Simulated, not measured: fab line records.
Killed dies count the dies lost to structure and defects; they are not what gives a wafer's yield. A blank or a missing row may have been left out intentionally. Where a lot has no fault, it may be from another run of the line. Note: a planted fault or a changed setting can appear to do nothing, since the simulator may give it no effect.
fab line records	flow nandHarc
[record] lots = 6	wafers = 18	lastDay = 33
route steps=1302 shown A_CHANNEL_FILL_D2@613
lots untouched by any fault: they come from a run of this same line in which no faults occurred
startH: the number of hours between the record's first day and the start of the first shown wafer of the lot	waitH: hours from the lot's prior step to this one	" repeats the value in the row above	L1.1+2: one row covering several wafers at once	- no value, or no start was given	* or withheld: withheld	< > ~ a bound
route shown NAME@n: a module of which the file shows steps, and the number in the route of the first	usual: mean/standard deviation taken from wafers without a fault	same: alike in all rows	chamber/n: place in a boat	sites: the reading at each site	_std_site: the standard deviation of these	_edge_site: mean of outer sites minus mean of inner sites	radiusMm: how far each site lies from the wafer's centre	mask NAME#n: copy n	behind: tool/chamber where the wafer was last shaped	hold: cause of the lot's hold/its duration in hours/its outcome	device: whichever transistor did not switch (one of n, p or np)	end of line: the route-end tests of the same wafers	a step with no rows: only its recipe	killed: not the wafer's yield, but the dies lost to structure and defects at the first sort	map: per-die view of a wafer (x killed, . not killed, _ where there is no die)
set.NAME: the setting that was run; set.NAME@STEP: the one run at that earlier step	model.NAME: the simulator's own value behind a step, which no gauge read
lots seen at some steps along the route; tables by step, rows by wafer
services: the hour from which a tool's chamber was out of use, counted from the record's first day as startH (under 0 if before that day), plus the number of hours and why
[[steps]]
[step NHARC_A_CHANNEL_FILL_D2_ALD_03]
[recipe] targetThkA = 60	pulseTimeS = 60	aldCycles = 58	tempC = 630	pressureTorr = 2	material = SiNx
[usual] precursorPulseHeightRel = 0.999/0.02
lot.wafer	tool	chamber	startH	waitH	precursorPulseHeightRel
L998.3	aldSinBatch-01	0	-	-	1.004
L998.4	"	0	"	"	1.002
L998.6	"	0	"	"	1.018
L101.2	aldSinBatch-02	0	-	-	0.986
L101.3	"	0	"	"	1.027
L101.6	"	0	"	"	0.980
L111.2	aldSinBatch-01	0	-	-	0.977
L111.3	"	0	"	"	0.949
L111.4	"	0	"	"	0.987
L112.1	aldSinBatch-01	0	-	-	1.039
L112.2	"	0	"	"	0.989
L112.4	"	0	"	"	0.999
L115.1	aldSinBatch-03	0	-	-	1.006
L115.3	"	0	"	"	0.995
L115.6	"	0	"	"	0.978
L119.1	aldSinBatch-03	0	-	-	0.992
L119.3	"	0	"	"	0.993
L119.5	"	0	"	"	0.996
[step NHARC_A_CHANNEL_FILL_D2_ALD_14]
[recipe] targetThkA = 25	pulseTimeS = 10	aldCycles = 25	tempC = 300	material = SiO2
[usual] heaterPowerOuterW = 252/32	heaterPowerW = 458/57	precursorPulseHeightRel = 1.002/0.019
lot.wafer	tool	chamber	startH	waitH	heaterPowerOuterW	heaterPowerW	precursorPulseHeightRel
L998.4	aldHk-02	3	303.29	0.3	234	413	0.983
L998.3	"	0	"	"	271	492	1.026
L998.6	"	2	"	"	218	415	1.008
L101.2	aldHk-01	3	332.99	0.5	239	427	0.988
L101.3	"	1	"	"	270	464	0.980
L101.6	"	2	"	"	250	409	0.977
L111.2	aldHk-04	3	452.67	0.0	306	550	0.972
L111.3	"	0	"	"	275	475	0.976
L111.4	"	2	"	"	292	561	1.026
L112.2	aldHk-04	3	452.89	0.3	314	557	1.035
L112.1	"	0	"	"	283	481	1.014
L112.4	"	1	"	"	280	513	1.011
L115.1	aldHk-02	0	478.99	0.1	295	540	0.995
L115.3	"	2	"	"	216	408	1.028
L115.6	"	3	"	"	222	396	1.013
L119.1	aldHk-01	0	520.91	0.1	207	396	1.014
L119.3	"	2	"	"	254	436	0.992
L119.5	"	0	"	"	215	396	1.007
[step NHARC_A_CHANNEL_FILL_D2_ALD_15]
[recipe] targetThkA = 20	pulseTimeS = 60	aldCycles = 19	tempC = 630	pressureTorr = 2	material = SiNx
[step NHARC_A_CHANNEL_FILL_D2_ALD_16]
[recipe] targetThkA = 15	pulseTimeS = 10	aldCycles = 15	tempC = 300	material = SiO2
[usual] heaterPowerOuterW = 255/32	heaterPowerW = 462/57	precursorPulseHeightRel = 1.001/0.021
lot.wafer	tool	chamber	startH	waitH	heaterPowerOuterW	heaterPowerW	precursorPulseHeightRel
L998.4	aldHk-01	0	308.39	0.0	197	377	0.975
L998.3	"	3	"	"	234	429	1.014
L998.6	"	0	"	"	205	383	0.941
L101.3	aldHk-01	1	338.12	0.0	268	470	1.007
L101.2	"	0	"	"	202	388	0.995
L101.6	"	2	"	"	245	410	1.027
L111.3	aldHk-02	0	457.85	0.0	295	538	0.985
L111.2	"	2	"	"	222	407	1.000
L111.4	"	3	"	"	214	391	0.936
L112.4	aldHk-01	1	457.88	0.1	271	472	1.007
L112.2	"	2	"	"	251	421	1.017
L112.1	"	3	"	"	235	432	0.990
L115.1	aldHk-04	3	484.91	0.8	308	544	1.046
L115.3	"	0	"	"	280	475	0.989
L115.6	"	2	"	"	292	552	0.998
L119.1	aldHk-01	1	526.11	0.1	269	490	0.974
L119.3	"	2	"	"	256	428	1.018
L119.5	"	0	"	"	215	409	1.004
[step NHARC_A_CHANNEL_FILL_D2_ANNEAL_17]
[recipe] tempC = 850	timeS = 1800
[step NHARC_A_CHANNEL_FILL_D2_CVD_18]
[recipe] targetThkA = 30	tempC = 550	material = poly-Si
[step NHARC_A_CHANNEL_FILL_D2_ETCHBACK_19]
[recipe] targetDepthA = 50	timeS = 1.7	hbrFlowSccm = 150	cl2FlowSccm = 50	rfW = 400	icpW = 400	biasW = 100	chemistry = HBr/Cl2
[step NHARC_A_CHANNEL_FILL_D2_ETCHBACK_20]
[recipe] targetDepthA = 270	timeS = 13.5	c4f8FlowSccm = withheld	o2FlowSccm = 8	arFlowSccm = withheld	rfW = 600	biasW = 1500	chemistry = C4F8/O2/Ar
[usual] chamberPressureMTorr = 25.003/0.024	oesProductAu = 0.983/0.028	rfVppV = 978/5.5
lot.wafer	tool	chamber	startH	waitH	chamberPressureMTorr	oesProductAu	rfHoursCounterH	rfVppV
L998.4	rieDiel-04	1	321.38	-	25.042	0.982	4	973
L998.3	"	3	"	"	24.967	0.986	4	982
L998.6	"	2	"	"	25.023	0.983	-	986
L101.2	rieDiel-04	0	349.41	-	25.017	1.002	5	972
L101.3	"	1	"	"	24.998	0.988	6	972
L101.6	"	1	"	"	25.027	0.995	-	972
L112.2	rieDiel-04	3	469.38	-	25.001	0.987	2	985
L112.1	"	0	"	"	25.009	0.983	2	971
L112.4	"	2	"	"	25.025	0.973	2	985
L111.2	rieDiel-13	0	469.40	-	25.044	0.996	3	978
L111.4	"	1	"	"	25.005	1.018	-	986
L111.3	"	0	"	"	25.007	0.979	-	978
L115.1	rieDiel-03	0	499.64	-	24.993	1.001	6	978
L115.3	"	1	"	"	25.011	1.006	5	976
L115.6	"	1	"	"	24.989	1.017	-	976
L119.1	rieDiel-13	2	538.08	-	25.013	1.011	0	977
L119.3	"	3	"	"	24.998	0.997	0	971
L119.5	"	3	"	"	24.999	1.005	-	971
[step NHARC_A_CHANNEL_FILL_D2_STRIP_28]
[recipe] timeS = 20	o2FlowSccm = 500	arFlowSccm = 0	biasW = 0	chemistry = O2
[usual] chamberPressureMTorr = 60.00/0.049	drypumpMotorCurrentA = 5.6/0.35	oesProductAu = 1.001/0.0095	rfVppV = 57.8/0.85	showerheadPlenumPTorr = 3.52/0.14	throttleValvePct = 17.036/0.0079
lot.wafer	tool	chamber	startH	waitH	chamberPressureMTorr	drypumpMotorCurrentA	oesProductAu	rfHoursCounterH	rfVppV	showerheadPlenumPTorr	throttleValvePct
L998.4	rieDiel-04	1	321.47	0.1	59.92	6.0	0.997	4	56.8	3.36	17.024
L998.3	"	3	"	"	60.03	5.2	0.996	4	57.6	3.67	17.042
L998.6	"	2	"	"	60.03	5.7	0.999	-	58.3	3.71	17.018
L101.3	rieDiel-04	0	349.51	0.1	59.97	5.3	1.007	5	56.9	3.38	17.034
L101.2	"	1	"	"	59.95	6.0	0.990	6	56.4	3.36	17.037
L101.6	"	3	"	"	60.07	5.2	0.991	-	57.9	3.67	17.035
L112.1	rieDiel-04	3	469.48	0.1	59.97	5.2	1.022	2	58.3	3.67	17.035
L112.2	"	0	"	"	60.12	5.3	1.014	2	56.9	3.38	17.036
L112.4	"	1	"	"	60.04	5.9	0.996	2	57.8	3.35	17.019
L111.2	rieDiel-13	0	469.53	0.1	60.04	5.7	0.993	3	56.8	3.50	17.036
L111.4	"	0	"	"	59.96	5.7	0.998	-	58.0	3.50	17.037
L111.3	"	1	"	"	59.97	6.1	1.007	-	58.2	3.68	17.043
L115.3	rieDiel-03	1	499.73	0.1	60.00	5.6	1.011	5	58.2	3.45	17.038
L115.1	"	0	"	"	60.04	5.4	1.001	6	58.2	3.50	17.044
L115.6	"	2	"	"	60.01	6.4	1.027	-	58.5	3.42	17.027
L119.3	rieDiel-13	2	538.18	0.1	60.00	5.1	0.996	0	57.9	3.53	17.026
L119.1	"	0	"	"	60.00	5.7	0.998	0	58.0	3.50	17.040
L119.5	"	1	"	"	60.00	6.1	1.008	-	58.2	3.68	17.025
[step NHARC_A_CHANNEL_FILL_D2_PRECLEAN_21]
[recipe] timeS = 30	chemistry = dHF
[step NHARC_A_CHANNEL_FILL_D2_SRD_23]
[step NHARC_A_CHANNEL_FILL_D2_CVD_05]
[recipe] targetThkA = 50	tempC = 550	material = poly-Si
[step NHARC_A_CHANNEL_FILL_D2_ANNEAL_22]
[recipe] tempC = 620	timeS = 7200
[usual] runLengthS = 7231/4.6	spikeTcBottomC = 639/4.6	zonePowerCentrePct = 8.5/0.58
lot.wafer	tool	chamber	startH	waitH	runLengthS	spikeTcBottomC	zonePowerCentrePct
L998.3	furnace-08	0	329.59	3.9	7234	644	7.6
L998.4	"	0	"	"	7234	645	7.7
L998.6	"	0	"	"	7234	646	7.8
L101.2	furnace-05	0	356.68	2.9	7233	635	9.0
L101.3	"	0	"	"	7233	637	9.1
L101.6	"	0	"	"	7233	636	9.0
L111.2	furnace-08	-	477.14	3.4	-	-	-
L111.3	"	-	"	"	-	-	-
L111.4	"	-	"	"	-	-	-
L112.1	furnace-08	-	477.14	3.4	-	-	-
L112.2	"	-	"	"	-	-	-
L112.4	"	-	"	"	-	-	-
L115.1	furnace-05	0	507.19	3.2	7230	635	9.1
L115.3	"	0	"	"	7230	634	9.1
L115.6	"	0	"	"	7230	636	8.9
L119.1	furnace-02	0	546.03	3.5	7222	645	8.2
L119.3	"	0	"	"	7222	643	8.0
L119.5	"	0	"	"	7222	645	8.3
[[services]]
tool	chamber	startH	hours	kind
rieDiel-03	-	281.30	9.0	pm
aldHk-01	-	297.78	10.0	pm
rieDiel-13	1	324.46	10.9	repair
rieDiel-13	-	342.00	9.0	pm
furnace-08	-	352.55	15.6	repair
rieDiel-04	-	359.03	9.0	pm
rieDiel-03	1	366.57	2.8	repair
aldHk-04	-	366.59	1.5	repair
rieDiel-04	-	372.91	0.3	repair
rieDiel-04	3	392.01	4.1	repair
rieDiel-13	0	402.69	1.7	repair
rieDiel-13	-	405.10	1.3	repair
aldSinBatch-01	-	417.79	4.8	repair
rieDiel-13	1	419.46	5.5	repair
aldHk-04	-	435.18	10.0	pm
rieDiel-13	2	459.97	32.6	repair
rieDiel-13	3	465.05	13.6	repair
aldHk-01	-	475.78	10.0	pm
furnace-08	-	480.78	26.0	pm
aldSinBatch-01	-	506.39	26.0	pm
rieDiel-13	2	509.50	4.6	repair
rieDiel-13	-	519.00	9.0	pm
aldHk-02	-	527.99	10.0	pm
rieDiel-04	-	536.03	9.0	pm
[[key]]
[firstSign] step = NHARC_A_CHANNEL_FILL_D2_ANNEAL_22	reading = toolRecord	direction = missing
effect none on later readings
metAt NHARC_A_CHANNEL_FILL_D2_ANNEAL_22
struckWafers L111.2,L111.3,L111.4,L112.1,L112.2,L112.4
laterRowsLeftOut L111.2,L111.3,L111.4,L112.1,L112.2,L112.4
sortLeftOut L111.2,L111.3,L111.4,L112.1,L112.2,L112.4
testerLeftOut L111,L112
onsetBetween 329.59 477.14
[fault] kind = skippedStepWhole	tool = furnace-08	chamber = -	onsetH = 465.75	steps = NHARC_A_CHANNEL_FILL_D2_ANNEAL_22	scope = struckLotsOnly
// testerLeftOut: of these lots the tester's yield and bins aren't shown, on N5 and GAA mostly nor the transistor test; their killed dies are dies lost to structure and defects alone, not to doping, threshold or leakage, so they don't give the yield
// sortLeftOut: the simulated sort isn't trusted on such a fault, so these wafers' sort isn't shown, and their yield isn't known
// laterRowsLeftOut: the simulator's readings of these wafers behind a module that went badly wrong aren't trusted and aren't shown, but for the sort
